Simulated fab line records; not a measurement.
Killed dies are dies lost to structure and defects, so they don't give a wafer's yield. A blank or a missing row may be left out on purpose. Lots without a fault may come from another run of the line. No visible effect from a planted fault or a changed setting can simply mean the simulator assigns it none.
fab line records	flow n5-finfet
[record] lots = 9	wafers = 26	last-day = 17
route steps=1938 shown MOL_CONTACT_COAG@628 BEOL_M0_SAQP@633 BEOL_M4@1111 PASSIVATION@1936
lots that met no fault: from a run of the same line without faults
start-h: start of the lot's first displayed wafer, in hours after the record's first day	wait-h: hours since the lot's step before	" identical to the entry in the row above	L1.1+2: one row covering several wafers at once	- no value, or no start was given	* or withheld: withheld	< > ~ a bound
route shown NAME@n: NAME is a module with steps in the file, n the number in the route of the first one	usual: average and standard deviation across the fault-free wafers	same: alike in all rows	chamber/n: place in a boat	sites: each site's reading	_std_site: the standard deviation of these	_edge_site: outer sites' mean less inner sites'	radius-mm: for every site, how far away it sits from the centre of the wafer	mask NAME#n: copy n	behind: the last tool/chamber to shape the wafer	hold: what put the lot on hold/how long, in hours/how the hold closed	device: transistor that didn't switch, given as n, p or np	end of line: tests run on the same wafers once the route is complete	a step with no rows: only its recipe	killed: at the first sort, the dies lost to defects and structure; wafer yield is something else	map: the dies of a wafer, with x for killed, . for not killed, _ for no die there
set.NAME: the run value of the setting; set.NAME@STEP: its run value at that earlier step	model.NAME: the simulator's own value behind a step, which no gauge read
a sample of lots followed through the steps of the route, with each step as a table and each wafer as a row
services: from which hour (start-h, from the record's first day; less than 0 if before it) a tool's chamber was out of use, for how many hours, and why
[[steps]]
[step N5_MOL_CONTACT_COAG_THK_MEAS_53]
[recipe] reads = SiO2_of_MOL_CONTACT_COAG_PECVD_31
[usual] VIA_MOL_THK = 43.9/0.64
lot.wafer	tool	chamber	start-h	wait-h	VIA_MOL_THK[nm]
L553.3	film-metro-02	-	103.72	-	43.8
L553.4	"	-	"	"	43.9
L553.5	"	-	"	"	45.3
L554.2	film-metro-02	-	105.18	-	43.5
L554.3	"	-	"	"	43.3
L554.5	"	-	"	"	44.0
L562.4	film-metro-01	-	157.44	-	43.9
L562.5	"	-	"	"	43.9
L562.6	"	-	"	"	44.1
L563.2	film-metro-01	-	171.42	-	42.7
L563.4	"	-	"	"	44.0
L563.6	"	-	"	"	43.8
L568.4	film-metro-01	-	191.59	-	44.8
L568.5	"	-	"	"	42.9
L568.6	"	-	"	"	44.6
L571.1	film-metro-01	-	212.49	-	43.5
L571.4	"	-	"	"	44.1
L571.5	"	-	"	"	44.3
L572.4	film-metro-02	-	216.88	-	44.4
L572.6	"	-	"	"	43.7
L573.2	film-metro-01	-	229.54	-	44.0
L573.3	"	-	"	"	44.7
L573.6	"	-	"	"	44.3
L574.2	film-metro-01	-	233.51	-	43.2
L574.4	"	-	"	"	43.6
L574.5	"	-	"	"	44.5
[step N5_BEOL_M0_SAQP_ILD_DEP_01]
[recipe] material = SiOC	target-thk-a = 454.19	temp-c = 350	precursor = DEMS/O2	pressure-torr = 5	rf-w = 500	time-s = 8.7
[usual] chamber-pressure-Torr = 5.002/0.011	heater-power-w = 493/55	showerhead-plenum-p-Torr = 5.697/0.016	throttle-valve-pct = 11.8/0.73
lot.wafer	tool	chamber	start-h	wait-h	chamber-pressure-Torr	heater-power-w	showerhead-plenum-p-Torr	throttle-valve-pct
L553.3	pecvd-03	1	127.43	0.0	5.019	515	5.719	12.2
L553.4	"	0	"	"	5.017	448	5.708	12.4
L553.5	"	2	"	"	5.010	566	5.692	11.4
L554.2	pecvd-04	2	127.71	0.0	5.017	382	5.710	10.8
L554.3	"	0	"	"	5.013	559	5.698	12.3
L554.5	"	0	"	"	5.002	563	5.696	12.6
L562.4	pecvd-03	1	160.86	0.0	5.011	511	5.710	12.4
L562.5	"	2	"	"	4.997	522	5.701	11.1
L562.6	"	0	"	"	4.987	452	5.705	12.2
L563.2	pecvd-04	1	174.82	0.0	4.989	547	5.715	11.8
L563.4	"	2	"	"	5.010	496	5.686	10.5
L563.6	"	0	"	"	5.013	500	5.693	12.1
L568.4	pecvd-04	2	195.01	0.0	5.000	382	5.697	10.7
L568.5	"	0	"	"	4.987	576	5.702	12.3
L568.6	"	1	"	"	4.995	543	5.715	11.9
L571.1	pecvd-03	1	215.91	0.0	4.984	436	5.716	12.2
L571.4	"	1	"	"	4.980	440	5.709	12.0
L571.5	"	2	"	"	5.021	555	5.688	11.4
L572.4	pecvd-01	0	220.32	0.0	5.012	505	5.695	11.6
L572.6	"	0	"	"	5.011	500	5.681	11.3
L573.2	pecvd-03	2	232.96	0.0	5.008	545	5.682	11.6
L573.3	"	0	"	"	5.006	390	5.695	12.2
L573.6	"	0	"	"	5.012	383	5.696	12.2
L574.2	pecvd-01	1	236.92	0.0	4.995	486	5.685	12.9
L574.4	"	2	"	"	4.979	553	5.677	11.4
L574.5	"	1	"	"	4.988	479	5.676	12.8
[step N5_BEOL_M0_SAQP_PEB_12]
[recipe] peb-temp-c = withheld	peb-time-s = 60	resist = CAR-ArF
[usual] exhaust-pa = 44.8/0.84
[same] peb-time-s = 60
lot.wafer	tool	chamber	start-h	wait-h	exhaust-pa
L553.3	litho-track-02	0	130.44	0.0	45.3
L553.4	"	0	"	"	44.4
L553.5	"	0	"	"	45.1
L554.2	litho-track-01	0	130.60	0.0	46.4
L554.3	"	0	"	"	44.4
L554.5	"	0	"	"	44.3
L562.4	litho-track-01	0	164.28	0.0	45.6
L562.5	"	0	"	"	44.7
L562.6	"	0	"	"	45.2
L563.2	litho-track-01	0	176.03	0.0	44.8
L563.4	"	0	"	"	45.3
L563.6	"	0	"	"	44.2
L568.4	litho-track-05	0	196.47	0.0	44.2
L568.5	"	0	"	"	45.1
L568.6	"	0	"	"	45.5
L571.1	litho-track-02	0	219.97	0.1	45.9
L571.4	"	0	"	"	47.3
L571.5	"	0	"	"	46.0
L572.4	litho-track-05	0	223.49	0.0	44.3
L572.6	"	0	"	"	45.0
L573.2	litho-track-02	0	233.87	0.0	44.3
L573.3	"	0	"	"	45.7
L573.6	"	0	"	"	45.4
L574.2	litho-track-02	0	238.43	0.0	44.7
L574.4	"	0	"	"	45.5
L574.5	"	0	"	"	45.2
[step N5_BEOL_M0_SAQP_CD_MEAS_14]
[recipe] target-cd-nm = 42.5	landing-energy-ev = 500	detector = se-inlens
[usual] cd-nm = 42.4/0.38
lot.wafer	tool	chamber	start-h	wait-h	cd-nm
L553.3	cd-sem-03	0	130.51	-	42.4
L553.4	"	0	"	"	42.4
L553.5	"	0	"	"	42.2
L554.2	cd-sem-01	0	130.67	-	42.6
L554.3	"	0	"	"	42.7
L554.5	"	0	"	"	42.0
L562.4	cd-sem-02	0	164.35	-	38.5
L562.5	"	0	"	"	38.5
L562.6	"	0	"	"	39.0
L563.2	cd-sem-03	0	176.09	-	39.7
L563.4	"	0	"	"	39.9
L563.6	"	0	"	"	39.4
L568.4	cd-sem-01	0	196.54	-	41.9
L568.5	"	0	"	"	42.6
L568.6	"	0	"	"	42.7
L571.1	cd-sem-02	0	220.04	-	42.0
L571.4	"	0	"	"	42.0
L571.5	"	0	"	"	41.8
L572.4	cd-sem-02	0	223.55	-	43.0
L572.6	"	0	"	"	43.1
L573.2	cd-sem-03	0	233.93	-	41.8
L573.3	"	0	"	"	41.4
L573.6	"	0	"	"	41.9
L574.2	cd-sem-02	0	238.50	-	41.8
L574.4	"	0	"	"	42.2
L574.5	"	0	"	"	41.9
[step N5_BEOL_M0_SAQP_HM_OPEN_112]
[recipe] chemistry = CHF3/O2	target = SiO2	stop-on = a-Si	target-depth-a = 120	over-etch-frac = 1.25	mask-material = SOC	time-s = 13.5	pressure-mtorr = 30	source-w = 650	bias-w = 170	Ar_flow_sccm = 200	CHF3_flow_sccm = 50	O2_flow_sccm = 5	ion-energy-ev = 200	ends = end-point
[usual] CHF3_flow_sccm = 50.02/0.15	drypump-motor-current-A = 5.7/0.42	oes_f_703_au = 0.79/0.081	oes-product-au = 0.52/0.051	rf-vpp-V = 521/10	showerhead-plenum-p-Torr = 2.40/0.085	throttle-valve-pct = 18.86/0.2
[same] over-etch-frac = 1.25
lot.wafer	tool	chamber	start-h	wait-h	CHF3_flow_sccm	drypump-motor-current-A	oes_f_703_au	oes-product-au	rf-hours-counter-h	rf-vpp-V	showerhead-plenum-p-Torr	throttle-valve-pct
L553.3	rie-diel-02	3	130.88	0.0	50.00	5.4	0.74	0.49	144	541	2.41	18.81
L553.4	"	0	"	"	50.00	5.0	0.81	0.51	132	511	2.24	18.93
L553.5	"	2	"	"	49.92	5.7	0.70	0.46	-	533	2.39	18.75
L554.2	rie-diel-03	1	131.16	0.0	49.97	5.8	0.71	0.45	247	520	2.48	19.15
L554.3	"	3	"	"	49.94	6.3	0.85	0.54	85	510	2.55	18.92
L554.5	"	3	"	"	50.19	6.3	0.86	0.54	-	511	2.55	18.91
L562.4	rie-diel-02	3	164.62	0.0	49.89	5.4	0.73	0.49	156	540	2.40	18.84
L562.5	"	3	"	"	49.92	5.4	0.73	0.49	-	541	2.40	18.84
L562.6	"	0	"	"	49.98	5.0	0.80	0.51	-	512	2.23	18.95
L563.2	rie-diel-04	0	176.86	0.0	50.08	6.4	0.78	0.51	113	530	2.25	18.96
L563.4	"	1	"	"	49.84	6.2	0.83	0.51	-	517	2.43	18.72
L563.6	"	0	"	"	49.82	6.4	0.78	0.52	-	528	2.25	18.97
L568.4	rie-diel-03	3	196.82	0.0	50.37	6.3	0.83	0.53	109	511	2.54	18.97
L568.5	"	3	"	"	50.30	6.3	0.84	0.53	-	511	2.54	18.98
L568.6	"	0	"	"	49.99	5.4	0.73	0.48	-	522	2.40	19.26
L571.1	rie-diel-02	0	220.32	0.0	50.17	5.0	0.78	0.50	160	512	2.23	18.97
L571.4	"	2	"	"	50.01	5.7	0.68	0.45	237	531	2.38	18.79
L571.5	"	3	"	"	49.85	5.5	0.72	0.48	-	541	2.40	18.86
L572.4	rie-diel-03	2	223.99	0.0	49.99	5.7	0.83	0.54	70	518	2.43	18.81
L572.6	"	1	"	"	50.15	5.8	0.94	0.60	-	505	2.47	18.72
L573.2	rie-diel-03	1	234.58	0.0	50.10	5.8	0.94	0.59	18	504	2.47	18.72
L573.3	"	2	"	"	50.15	5.7	0.82	0.55	73	517	2.43	18.80
L573.6	"	2	"	"	50.11	5.7	0.82	0.54	-	515	2.43	18.80
L574.2	rie-diel-02	2	238.78	0.0	49.99	5.7	0.67	0.44	243	532	2.38	18.80
L574.4	"	0	"	"	50.04	5.0	0.77	0.50	166	511	2.22	18.96
L574.5	"	2	"	"	49.96	5.7	0.67	0.44	-	531	2.38	18.81
[step N5_BEOL_M4_RC_MEAS_101]
[usual] DIBL_N = 36.0/1.7	DIBL_P = 36.2/2.3	IOFF_N = 0.16/0.03	IOFF_P = 0.21/0.036	ION_N = 679/11	ION_P = 465/7.1	SS_N = 71.4/0.58	SS_P = 73.3/0.75	VT_N = 249/3.1	VT_P = -251/3.5
lot.wafer	tool	chamber	start-h	wait-h	DIBL_N[mV/V]	DIBL_P[mV/V]	IOFF_N[nA/um]	IOFF_P[nA/um]	ION_N[uA/um]	ION_P[uA/um]	SS_N[mV/dec]	SS_P[mV/dec]	VT_N[mV]	VT_P[mV]
L554.2	prober-01	0	189.24	0.2	33.9	33.3	0.14	0.19	673	461	71.0	73.1	248	-250
L554.3	"	0	"	"	32.7	31.5	0.12	0.17	665	459	70.9	72.2	252	-253
L554.5	"	0	"	"	35.4	35.5	0.15	0.21	683	467	70.4	72.8	249	-249
L553.3	prober-02	0	191.02	0.3	35.5	34.9	0.14	0.22	681	465	71.0	73.4	248	-249
L553.4	"	0	"	"	38.1	37.4	0.18	0.26	683	468	71.8	73.6	248	-246
L553.5	"	0	"	"	38.1	38.4	0.19	0.28	691	471	71.3	73.9	245	-247
L562.4	prober-01	0	230.55	0.5	35.2	36.6	0.13	0.20	650	455	71.3	74.1	254	-251
L562.5	"	0	"	"	36.2	37.4	0.15	0.22	667	455	71.1	72.5	251	-250
L562.6	"	0	"	"	35.6	35.9	0.14	0.18	665	458	71.6	73.0	254	-254
L563.2	prober-02	0	251.29	0.2	36.8	38.0	0.16	0.26	673	465	72.1	73.9	251	-247
L563.4	"	0	"	"	38.4	40.1	0.21	0.29	687	475	72.0	74.0	247	-244
L563.6	"	0	"	"	36.1	37.2	0.16	0.24	685	473	70.6	72.9	247	-249
L568.4	prober-01	0	259.43	0.5	33.6	34.0	0.16	0.19	687	461	71.4	73.0	249	-254
L568.5	"	0	"	"	35.7	35.9	0.18	0.20	697	464	71.6	73.0	247	-250
L568.6	"	0	"	"	35.5	35.8	0.18	0.21	695	463	71.7	73.6	246	-250
L571.1	prober-02	0	280.22	0.0	39.7	41.2	0.23	0.28	703	477	72.0	73.9	244	-247
L571.4	"	0	"	"	36.6	37.7	0.15	0.22	672	469	71.9	73.8	249	-250
L571.5	"	0	"	"	36.5	37.4	0.15	0.20	681	469	71.9	72.5	249	-250
L572.4	prober-02	0	284.02	0.5	36.7	39.3	0.20	0.22	691	467	71.7	73.9	244	-252
L572.6	"	0	"	"	34.3	35.5	0.14	0.16	679	456	71.2	72.3	250	-255
L573.2	prober-02	0	306.69	0.2	36.4	37.7	0.16	0.22	681	469	71.8	73.6	249	-251
L573.3	"	0	"	"	37.2	38.2	0.18	0.23	680	464	71.8	74.4	249	-252
L573.6	"	0	"	"	38.1	39.5	0.20	0.25	699	476	71.8	74.7	245	-249
L574.2	prober-01	0	313.77	0.2	37.9	36.6	0.17	0.21	691	463	71.6	73.4	248	-250
L574.4	"	0	"	"	38.5	37.6	0.20	0.24	696	469	71.7	74.8	245	-247
L574.5	"	0	"	"	37.8	37.1	0.19	0.22	703	470	71.1	73.7	245	-249
[step N5_PASSIVATION_PROBE_49]
[usual] defect-limited-yield = 91.3/1.5	killed_at_M0_to_M3 = 31/11	killed_at_M4_up = 14/5.1	killed-at-contacts = 12/5.6	killed-at-front-end = 42/12	killed-at-other = 3.8/2.9	killed-dies = 103/18	killed-open = 67/14	killed-short = 33/8	sort_bin_5_function = 5.1/1	sort_bin_6_memory = 3.2/0.75	sort-n-pass = 1077/18	sort-yield-pct = 91.3/1.5
[same] gross-dies = 1180	killed-at-back-side = 0	sort_bin_4_leakage[%] = 0	sort_bin_8_speed[%] = 0
lot.wafer	tool	chamber	start-h	wait-h	defect-limited-yield[%]	killed_at_M0_to_M3	killed_at_M4_up	killed-at-contacts	killed-at-front-end	killed-at-other	killed-dies	killed-open	killed-short	sort_bin_5_function[%]	sort_bin_6_memory[%]	sort-n-pass	sort-yield-pct[%]
L562.4	prober-02	-	349.86	2.6	93.1	12	12	7	44	6	81	45	31	4.1	2.7	1099	93.1
L562.5	prober-02	-	349.91	2.6	91.6	20	21	4	42	12	99	58	30	4.7	3.1	1081	91.6
L562.6	prober-02	-	349.96	2.7	93.1	14	14	9	42	3	82	50	30	3.8	2.9	1098	93.1
L563.2	prober-02	-	367.96	0.1	91.2	23	11	14	54	2	104	73	30	4.3	4.0	1076	91.2
L563.4	prober-02	-	368.06	0.2	91.3	20	13	15	55	0	103	68	29	4.7	3.1	1077	91.3
L563.6	prober-02	-	368.16	0.3	91.9	42	10	7	34	2	95	76	19	5.2	2.7	1085	91.9
L572.4	prober-02	-	386.04	0.2	93.1	16	14	5	38	8	81	55	26	3.9	2.8	1099	93.1
L572.6	prober-02	-	386.14	0.3	93.9	12	21	9	26	4	72	47	19	3.6	1.8	1108	93.9
L573.2	prober-01	-	407.40	0.1	86.8	52	19	26	55	4	156	106	48	8.4	4.6	1024	86.8
L573.3	prober-01	-	407.45	0.1	89.2	22	17	30	47	12	128	76	49	6.9	3.4	1052	89.2
L573.6	prober-01	-	407.60	0.3	90.3	38	14	23	37	3	115	85	29	6.4	3.2	1065	90.3
L574.2	prober-01	-	415.77	0.1	88.0	54	20	13	49	6	142	90	51	6.9	4.5	1038	88.0
L574.4	prober-01	-	415.87	0.2	91.8	39	14	13	24	7	97	56	39	4.2	3.6	1083	91.8
L574.5	prober-01	-	415.92	0.2	89.0	51	19	12	45	3	130	89	39	6.7	3.6	1050	89.0
// killed by level:class
L562.4 FIN_SAQP:geometric-particle:open=8 FIN_SAQP:geometric-particle:short=6 STI_FIN_REVEAL:geometric-particle:open=6 GATE_CUT:geometric-particle:short=6 MOL_CONTACT_COAG:geometric-particle:open=6 DUMMY_GATE:geometric-particle:short=4 DUMMY_GATE:geometric-particle:open=4 BEOL_M5:geometric-particle:open=4
L562.5 FIN_SAQP:geometric-particle:open=8 DUMMY_GATE:geometric-particle:open=8 FIN_SAQP:geometric-particle:short=7 BEOL_M4:geometric-particle:open=7 BEOL_M5:geometric-particle:open=6 BEOL_M0_SAQP:area-peb=6 PAD_METAL:geometric-particle:short=4 GATE_CUT:geometric-particle:short=3
L562.6 FIN_SAQP:geometric-particle:open=11 FIN_SAQP:geometric-particle:short=9 MOL_CONTACT_COAG:geometric-particle:open=8 DUMMY_GATE:geometric-particle:open=4 BEOL_M1:geometric-particle:open=4 BEOL_M4:geometric-particle:open=4 STI_FIN_REVEAL:geometric-particle:open=3 GATE_CUT:geometric-particle:short=3
L563.2 FIN_SAQP:geometric-particle:open=22 MOL_CONTACT_COAG:geometric-particle:open=10 FIN_SAQP:geometric-particle:short=8 DUMMY_GATE:geometric-particle:open=7 STARTING-WAFER:geometric-particle:open=5 BEOL_M0_SAQP:geometric-particle:open=4 MOL_CONTACT_COAG:geometric-particle:short=4 BEOL_M0_SAQP:geometric-particle:short=4
L563.4 FIN_SAQP:geometric-particle:open=13 MOL_CONTACT_COAG:geometric-particle:open=11 BEOL_M1:geometric-particle:open=8 DUMMY_GATE:geometric-particle:open=7 STARTING-WAFER:geometric-particle:short=6 HKMG_FIN:area-etch=6 BEOL_M0_SAQP:geometric-particle:open=5 FIN_SAQP:geometric-particle:short=4
L563.6 BEOL_M0:geometric-particle:open=10 FIN_SAQP:geometric-particle:open=9 BEOL_M0_SAQP:geometric-particle:open=9 FIN_SAQP:geometric-particle:short=8 DUMMY_GATE:geometric-particle:open=7 BEOL_M0_SAQP:geometric-particle:short=7 MOL_CONTACT_COAG:geometric-particle:open=6 BEOL_M3:geometric-particle:open=6
L572.4 STI_FIN_REVEAL:geometric-particle:open=13 FIN_SAQP:geometric-particle:short=9 BEOL_M0_SAQP:geometric-particle:open=7 MOL_CONTACT_COAG:geometric-particle:open=5 FIN_SAQP:geometric-particle:open=4 DUMMY_GATE:geometric-particle:open=4 BEOL_M0:geometric-particle:open=4 BEOL_M4:geometric-particle:open=4
L572.6 BEOL_M4:geometric-particle:open=14 MOL_CONTACT_COAG:geometric-particle:open=7 HKMG_FIN:area-etch=6 STI_FIN_REVEAL:geometric-particle:open=3 STARTING-WAFER:geometric-particle:open=3 BEOL_M0_SAQP:geometric-particle:open=3 BEOL_M0:geometric-particle:open=3 BEOL_M3:geometric-particle:short=3
L573.2 FIN_SAQP:geometric-particle:open=21 MOL_CONTACT_COAG:geometric-particle:open=20 FIN_SAQP:geometric-particle:short=14 BEOL_M4:geometric-particle:open=14 BEOL_M2:geometric-particle:open=11 BEOL_M3:geometric-particle:open=11 BEOL_M0_SAQP:geometric-particle:open=8 BEOL_M2:geometric-particle:short=8
L573.3 MOL_CONTACT_COAG:geometric-particle:open=18 FIN_SAQP:geometric-particle:short=14 FIN_SAQP:geometric-particle:open=13 MOL_CONTACT_COAG:geometric-particle:short=12 PAD_METAL:geometric-particle:open=7 GATE_CUT:geometric-particle:short=6 BEOL_M3:geometric-particle:open=6 BEOL_M1:geometric-particle:open=5
L573.6 MOL_CONTACT_COAG:geometric-particle:open=20 BEOL_M2:geometric-particle:open=14 FIN_SAQP:geometric-particle:open=13 FIN_SAQP:geometric-particle:short=13 BEOL_M3:geometric-particle:open=8 BEOL_M1:geometric-particle:open=7 BEOL_M4:geometric-particle:open=5 BEOL_M0_SAQP:geometric-particle:open=4
L574.2 BEOL_M0_SAQP:geometric-particle:open=19 BEOL_M0_SAQP:geometric-particle:short=17 FIN_SAQP:geometric-particle:short=16 MOL_CONTACT_COAG:geometric-particle:open=10 BEOL_M4:geometric-particle:open=9 FIN_SAQP:geometric-particle:open=8 BEOL_M1:geometric-particle:open=8 STI_FIN_REVEAL:geometric-particle:open=4
L574.4 BEOL_M0_SAQP:geometric-particle:short=10 MOL_CONTACT_COAG:geometric-particle:open=9 BEOL_M2:geometric-particle:short=7 BEOL_M2:geometric-particle:open=7 FIN_SAQP:geometric-particle:open=6 GATE_CUT:geometric-particle:open=6 BEOL_M1:geometric-particle:open=6 BEOL_M0_SAQP:geometric-particle:open=6
L574.5 BEOL_M0_SAQP:geometric-particle:short=14 BEOL_M0_SAQP:geometric-particle:open=13 FIN_SAQP:geometric-particle:open=10 MOL_CONTACT_COAG:geometric-particle:open=10 BEOL_M4:geometric-particle:open=10 BEOL_M1:geometric-particle:open=9 BEOL_M2:geometric-particle:open=6 DUMMY_GATE:geometric-particle:open=5
[[services]]
tool	chamber	start-h	hours	kind
pecvd-03	1	110.42	2.1	scheduled-down
pecvd-03	-	122.25	2.5	repair
pecvd-01	-	132.82	0.8	repair
pecvd-03	-	133.85	2.2	repair
litho-track-02	-	134.68	-	consumable-replace:filter
rie-diel-04	3	136.92	-	clean
rie-diel-04	3	136.92	-	consumable-replace:focus-ring
rie-diel-04	3	136.92	28.0	scheduled-down
rie-diel-04	3	136.92	28.0	vent-cycle
pecvd-04	0	137.74	5.5	scheduled-down
pecvd-04	-	144.83	28.1	pm
rie-diel-03	1	144.94	3.3	repair
rie-diel-03	1	148.25	-	clean
rie-diel-03	1	148.25	-	consumable-replace:esc
rie-diel-03	1	148.25	-	consumable-replace:focus-ring
rie-diel-03	1	148.25	23.6	scheduled-down
rie-diel-03	1	148.25	23.6	vent-cycle
pecvd-01	-	167.36	1.7	repair
pecvd-01	2	170.77	-	calibration
pecvd-03	1	184.01	5.0	scheduled-down
litho-track-05	-	190.79	-	consumable-replace:filter
rie-diel-02	-	197.02	0.7	repair
pecvd-01	-	200.16	2.8	pm
rie-diel-02	1	204.40	10.7	repair
[[key]]
[first-sign] step = N5_BEOL_M0_SAQP_CD_MEAS_14	reading = cd-nm	direction = down	sigmas = 8.4	usual = 42.4	struck = 39.2	through = control-loop
effect none on later readings
met-at N5_BEOL_M0_SAQP_PEB_12
struck-lots L562,L563
[loop-trim] step = N5_BEOL_M0_SAQP_EXPOSE_11	setting = dose	lots = L563
not-acting-at N5_MOL_CONTACT_COAG_THK_MEAS_53,N5_BEOL_M0_SAQP_ILD_DEP_01,N5_BEOL_M0_SAQP_HM_OPEN_112
onset-between 130.60 164.28
[fault] kind = process-parameter-drift	tool = litho-track-01	chamber = -	onset-h = 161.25	steps = N5_BEOL_M0_SAQP_PEB_12	channel = peb-temp-c	offset = withheld	shape = step	end-h = 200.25	acts-in = *
// loop-trim: a control loop set the setting to another value than it would have without faults
